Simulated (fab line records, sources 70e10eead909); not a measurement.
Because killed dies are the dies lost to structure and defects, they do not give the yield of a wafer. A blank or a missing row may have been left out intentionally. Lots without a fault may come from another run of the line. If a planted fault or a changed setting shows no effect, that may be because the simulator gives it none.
Matching of chambers :: flow nandHarc :: NHARC_A_STAIRCASE_DEP_471 on pecvd-03: 3 sister chambers
The step deposits SiO2, target thk 100 nm. 16 wafers are shown with their chamber, then 8 later ones without.

== EACH WAFER AND ITS CHAMBER ==
wafer: L074.2
chamber: 0
throttleValvePct (%): 15.6
heaterPowerW (W): 461

wafer: L074.3
chamber: 2
throttleValvePct (%): 15.9
heaterPowerW (W): 543

wafer: L074.6
chamber: 0
throttleValvePct (%): 15.3
heaterPowerW (W): 484

wafer: L077.2
chamber: 1
throttleValvePct (%): 15.6
heaterPowerW (W): 396

wafer: L077.4
chamber: 0
throttleValvePct (%): 15.3
heaterPowerW (W): 490

wafer: L077.5
chamber: 2
throttleValvePct (%): 15.8
heaterPowerW (W): 528

wafer: L083.3
chamber: 1
throttleValvePct (%): 15.6
heaterPowerW (W): 465

wafer: L083.5
chamber: 2
throttleValvePct (%): 16.2
heaterPowerW (W): 493

wafer: L083.6
chamber: 0
throttleValvePct (%): 15.4
heaterPowerW (W): 563

wafer: L085.2
chamber: 0
throttleValvePct (%): 15.5
heaterPowerW (W): 558

wafer: L085.4
chamber: 2
throttleValvePct (%): 16.0
heaterPowerW (W): 460

wafer: L085.5
chamber: 0
throttleValvePct (%): 15.5
heaterPowerW (W): 537

wafer: L084.2
chamber: 1
throttleValvePct (%): 15.6
heaterPowerW (W): 435

wafer: L084.3
chamber: 2
throttleValvePct (%): 16.1
heaterPowerW (W): 481

wafer: L084.6
chamber: 1
throttleValvePct (%): 15.5
heaterPowerW (W): 433

wafer: L090.1
chamber: 0
throttleValvePct (%): 15.6
heaterPowerW (W): 577

SIGNATURES (means of the wafers above)
reading: throttleValvePct
chamber 0: 15.457
chamber 1: 15.575
chamber 2: 16.000
scatter within a chamber: 0.125

reading: heaterPowerW
chamber 0: 524.29
chamber 1: 432.25
chamber 2: 501.00
scatter within a chamber: 38.6
Rule: a wafer's distance from a chamber is the root of the sum, over the readings, of the square of ((its reading less the chamber's mean) divided by the reading's scatter). The wafer belongs to the nearest chamber; if the next one is less than 2 further off, it can't be placed. The scatter is the square root of a quotient: the sum, over the shown wafers, of each reading's squared deviation from its chamber's mean, divided by wafers minus chambers.

== WAFERS WHOSE CHAMBER IS MISSING ==
wafer: L090.2
throttleValvePct (%): 15.5
heaterPowerW (W): 464

wafer: L090.5
throttleValvePct (%): 15.7
heaterPowerW (W): 588

wafer: L091.2
throttleValvePct (%): 15.6
heaterPowerW (W): 439

wafer: L091.4
throttleValvePct (%): 15.4
heaterPowerW (W): 504

wafer: L091.5
throttleValvePct (%): 15.6
heaterPowerW (W): 551

wafer: L095.1
throttleValvePct (%): 15.8
heaterPowerW (W): 468

wafer: L095.3
throttleValvePct (%): 15.6
heaterPowerW (W): 452

wafer: L095.4
throttleValvePct (%): 15.6
heaterPowerW (W): 465

== CHAMBER TAKEN BY EACH ==
wafer: L090.2
from the rows above: can't be placed: 1 or 0
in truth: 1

wafer: L090.5
from the rows above: can't be placed: 0 or 2 or 1
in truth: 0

wafer: L091.2
from the rows above: 1
in truth: 1

wafer: L091.4
from the rows above: can't be placed: 0 or 1
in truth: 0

wafer: L091.5
from the rows above: can't be placed: 0 or 1
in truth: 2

wafer: L095.1
from the rows above: can't be placed: 2 or 1 or 0
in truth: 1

wafer: L095.3
from the rows above: can't be placed: 1 or 0
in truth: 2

wafer: L095.4
from the rows above: can't be placed: 1 or 0
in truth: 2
Correct placement for 1 of the 8. From these rows, 7 cannot be placed; in 4 the true chamber is one of the candidates. 0 placed wrongly.
